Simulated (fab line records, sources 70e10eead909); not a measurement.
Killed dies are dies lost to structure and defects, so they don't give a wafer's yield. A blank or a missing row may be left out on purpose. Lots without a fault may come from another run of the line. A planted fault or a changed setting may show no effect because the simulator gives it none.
Which tool did it? | flow nand_harc | 11 lots, 33 wafers sampled, at 5 steps of a route of 1159

WHAT THE GAUGES READ, wafer by wafer
NHARC_A_BONDPAD_INSPECT_23. Usual: raw_defect_count 500, standard deviation 150.
lot  | measured     | on                | raw_defect_count | flag
L887 | day 18 05:36 | defect_inspect-02 | 577 442 354      |
L886 | day 18 05:59 | defect_inspect-01 | 466 490 458      |
L885 | day 18 08:42 | defect_inspect-02 | 403 505 310      |
L891 | day 18 22:39 | defect_inspect-02 | 434 459 473      |
L888 | day 19 02:53 | defect_inspect-02 | 307 275 284      |
L896 | day 21 04:12 | defect_inspect-01 | 420 351 500      |
L897 | day 21 04:35 | defect_inspect-01 | 663 812 798      |
L904 | day 22 07:56 | defect_inspect-02 | 647 619 598      |
L903 | day 22 23:18 | defect_inspect-02 | 339 496 552      |
L905 | day 22 23:35 | defect_inspect-01 | 855 418 472      |
L906 | day 23 01:59 | defect_inspect-02 | 374 393 421      |

NHARC_END_SORT_01. Usual: defect_limited_yield 95.8 %, standard deviation 1.2; killed_at_array 24, standard deviation 7.4; killed_at_other 0.5, standard deviation 0.81; killed_at_periphery 3.4, standard deviation 2.3; killed_dies 28, standard deviation 8; killed_open 3.4, standard deviation 1.8; killed_short 2.0, standard deviation 1.4; sort_bin_2_pct 1.3 %, standard deviation 0.54; sort_bin_3_pct 0.23 %, standard deviation 0.2; sort_bin_4_pct 2.7 %, standard deviation 0.77; sort_n_pass 649, standard deviation 8; sort_rim_yield_pct 94.2 %, standard deviation 2.7; sort_yield_pct 95.8 %, standard deviation 1.2.
lot  | measured     | on        | defect_limited_yield (%) | killed_at_array | killed_at_other | killed_at_periphery | killed_dies | killed_open | killed_short | sort_bin_2_pct (%) | sort_bin_3_pct (%) | sort_bin_4_pct (%) | sort_n_pass | sort_rim_yield_pct (%) | sort_yield_pct (%) | flag
L897 | day 22 13:55 | prober-02 | 96.6 96.5 96.3           | 17 15 20        | 1 0 2           | 5 9 3               | 23 24 25    | 2 5 5       | 1 1 4        | 0.9 1.5 1.3        | 0.15 0.30 0.30     | 2.4 1.8 2.1        | 654 653 652 | 98.1 97.2 96.2         | 96.6 96.5 96.3     |
L904 | day 23 19:01 | prober-02 | 93.6 95.0 95.7           | 34 28 22        | 0 0 0           | 9 6 7               | 43 34 29    | 3 4 3       | 2 3 0        | 0.7 1.8 1.9        | 1.18 0.59 0.15     | 4.4 2.7 2.2        | 634 643 648 | 91.5 88.7 93.4         | 93.6 95.0 95.7     |
L906 | day 24 19:04 | prober-01 | 95.6 93.9 95.6           | 25 32 28        | 0 0 0           | 5 9 2               | 30 41 30    | 4 6 3       | 2 3 2        | 1.3 1.9 0.9        | 0.30 0.59 0        | 2.8 3.5 3.5        | 647 636 647 | 89.6 91.5 96.2         | 95.6 93.9 95.6     |

WHICH TOOL RAN EACH LOT (tool, then ch and the chambers of the sampled wafers, then the start)
lot  | NHARC_THIN_TSV_STRIP_45              | NHARC_THIN_TSV_DESCUM_35           | NHARC_THIN_TSV_ETCH_59
L887 | plasma_asher-02 ch 0,1, day 18 17:38 | rie_diel-02 ch 0,1, day 18 22:40   | rie_metal-03 ch 1, day 18 22:52
L886 | plasma_asher-01 ch 0,1, day 18 20:02 | rie_diel-06 ch 0,2,3, day 19 01:02 | rie_metal-03 ch 0,1, day 19 01:13
L885 | plasma_asher-01 ch 0,1, day 18 23:52 | rie_diel-03 ch 0,1,3, day 19 05:03 | rie_metal-01 ch 0,1, day 19 05:11
L891 | plasma_asher-01 ch 0,1, day 19 13:31 | rie_diel-02 ch 0,1, day 19 18:41   | rie_metal-03 ch 0,1, day 19 18:49
L888 | plasma_asher-02 ch 0,1, day 19 14:35 | rie_diel-03 ch 0,1,3, day 19 19:42 | rie_metal-01 ch 0,1, day 19 19:56
L896 | plasma_asher-02 ch 0,1, day 21 22:29 | rie_diel-03 ch 1,2, day 22 03:25   | rie_metal-01 ch 0,1, day 22 03:35
L897 | plasma_asher-01 ch 0,1, day 21 21:20 | rie_diel-03 ch 0,1,2, day 22 02:33 | rie_metal-03 ch 0,1, day 22 02:40
L904 | plasma_asher-01 ch 0,1, day 23 01:17 | rie_diel-03 ch 0,3, day 23 06:17   | rie_metal-01 ch 0,1, day 23 06:26
L903 | plasma_asher-01 ch 0,1, day 23 13:39 | rie_diel-06 ch 1,2,3, day 23 18:46 | rie_metal-01 ch 0, day 23 18:55
L905 | plasma_asher-01 ch 1, day 23 14:10   | rie_diel-06 ch 0,1,2, day 23 19:53 | rie_metal-02 ch 0,1, day 23 20:03
L906 | plasma_asher-01 ch 0,1, day 23 17:56 | rie_diel-02 ch 1,2,3, day 23 23:01 | rie_metal-01 ch 0,1, day 23 23:13
- NHARC_THIN_TSV_STRIP_45: strips in O2.
- NHARC_THIN_TSV_DESCUM_35: chemistry O2, time 3 s.
- NHARC_THIN_TSV_ETCH_59: etches the open film in Cl2/BCl3, target depth 880 nm, time 138.1 s.

WHAT THE TOOLS THEMSELVES READ (means of the sampled wafers that have a number; where no wafer has one, the mark that the record gives instead)
NHARC_THIN_TSV_STRIP_45. Usual: drypump_motor_current_A 5.8 A, standard deviation 0.46; heater_power_w 354 W, standard deviation 35.
lot  | tool            | drypump_motor_current_A (A) | heater_power_w (W) | flag
L887 | plasma_asher-02 | 5.3                         | 313                |
L886 | plasma_asher-01 | 6.0                         | 374                |
L885 | plasma_asher-01 | 6.3                         | 390                |
L891 | plasma_asher-01 | 6.3                         | 388                |
L888 | plasma_asher-02 | 5.4                         | 318                |
L896 | plasma_asher-02 | 5.6                         | 332                |
L897 | plasma_asher-01 | 6.3                         | 387                |
L904 | plasma_asher-01 | 6.0                         | 369                |
L903 | plasma_asher-01 | 6.3                         | 381                |
L905 | plasma_asher-01 | 5.8                         | 355                |
L906 | plasma_asher-01 | 6.0                         | 366                |

NHARC_THIN_TSV_DESCUM_35. Usual: drypump_motor_current_A 5.7 A, standard deviation 0.42; oes_product_au 1.000 a.u., standard deviation 0.0076; rf_vpp_V 57.7 V, standard deviation 0.94; showerhead_plenum_p_Torr 1.90 Torr, standard deviation 0.074; throttle_valve_pct 11.312 %, standard deviation 0.0098.
lot  | tool        | drypump_motor_current_A (A) | oes_product_au (a.u.) | rf_vpp_V (V) | showerhead_plenum_p_Torr (Torr) | throttle_valve_pct (%) | flag
L887 | rie_diel-02 | 5.7                         | 1.001                 | 58.2         | 1.80                            | 11.320                 |
L886 | rie_diel-06 | 5.5                         | 1.004                 | 58.2         | 1.99                            | 11.309                 |
L885 | rie_diel-03 | 5.7                         | 1.002                 | 58.7         | 1.92                            | 11.309                 |
L891 | rie_diel-02 | 5.7                         | 1.002                 | 57.3         | 1.80                            | 11.310                 |
L888 | rie_diel-03 | 5.6                         | 1.000                 | 57.3         | 1.92                            | 11.317                 |
L896 | rie_diel-03 | 5.6                         | 0.990                 | 57.6         | 1.87                            | 11.304                 |
L897 | rie_diel-03 | 5.7                         | 1.001                 | 58.1         | 1.90                            | 11.310                 |
L904 | rie_diel-03 | 5.7                         | 1.008                 | 58.7         | 1.95                            | 11.300                 |
L903 | rie_diel-06 | 5.6                         | 1.000                 | 57.4         | 1.99                            | 11.307                 |
L905 | rie_diel-06 | 5.9                         | 0.991                 | 57.7         | 2.01                            | 11.315                 |
L906 | rie_diel-02 | 5.9                         | 1.006                 | 58.0         | 1.87                            | 11.312                 |

NHARC_THIN_TSV_ETCH_59. Usual: drypump_motor_current_A 5.98 A, standard deviation 0.19; oes_product_au 1.000 a.u., standard deviation 0.0076; run_length_s 159.3 s, standard deviation 0.49; throttle_valve_pct 22.267 %, standard deviation 0.0099.
lot  | tool         | drypump_motor_current_A (A) | oes_product_au (a.u.) | run_length_s (s) | throttle_valve_pct (%) | flag
L887 | rie_metal-03 | 6.08                        | 0.999                 | 159.2            | 22.267                 |
L886 | rie_metal-03 | 6.11                        | 0.987                 | 159.6            | 22.264                 |
L885 | rie_metal-01 | 5.96                        | 0.995                 | 159.1            | 22.273                 |
L891 | rie_metal-03 | 6.12                        | 0.994                 | 159.4            | 22.270                 |
L888 | rie_metal-01 | 5.95                        | 0.997                 | 159.0            | 22.264                 |
L896 | rie_metal-01 | 5.93                        | 1.001                 | 159.2            | 22.264                 |
L897 | rie_metal-03 | 6.14                        | 0.998                 | 165.7            | 22.267                 | OFF
L904 | rie_metal-01 | 5.96                        | 0.998                 | 159.2            | 22.262                 |
L903 | rie_metal-01 | 5.76                        | 1.004                 | 158.7            | 22.270                 |
L905 | rie_metal-02 | 5.73                        | 0.995                 | 159.6            | 22.270                 |
L906 | rie_metal-01 | 5.85                        | 0.995                 | 159.1            | 22.269                 |

THE ANSWER, worked out from the rows above alone
Rule: a lot is off if the mean of its wafers that have a number lies more than 3 standard deviations from the usual mean. A lot without any number at a reading at which 4 lots or more have one is off too. The other lots that the step has rows for count as sound. The gauges are gone through in route order, then the tools' own readings, and for those a lot's mean is taken as printed above. The first step at which some lot is off is used, and at that step the reading that is off furthest; a lot without a number counts as furthest.
Off: L897, at NHARC_THIN_TSV_ETCH_59 (run_length_s).
A tool fits if, at that step or a process step before it, it ran every lot that is off, and no sound lot after the first of them. One fits: rie_metal-03 at NHARC_THIN_TSV_ETCH_59. Its last sound lot is L891 (day 19 18:49), its first lot that is off L897 (day 22 02:40): a fault that began between those two fits.
The tool's own readings at NHARC_THIN_TSV_ETCH_59 bear it out: on the lots that are off they differ by more than 5 times the standard deviation of the sound lots' means. run_length_s reads 165.7 s there against 159.2 s on the sound lots.

WHAT THE SIMULATOR HAD PUT IN
Process parameter drift: rie_metal-03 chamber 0, from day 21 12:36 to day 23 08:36, at NHARC_THIN_TSV_ETCH_59. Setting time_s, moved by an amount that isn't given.
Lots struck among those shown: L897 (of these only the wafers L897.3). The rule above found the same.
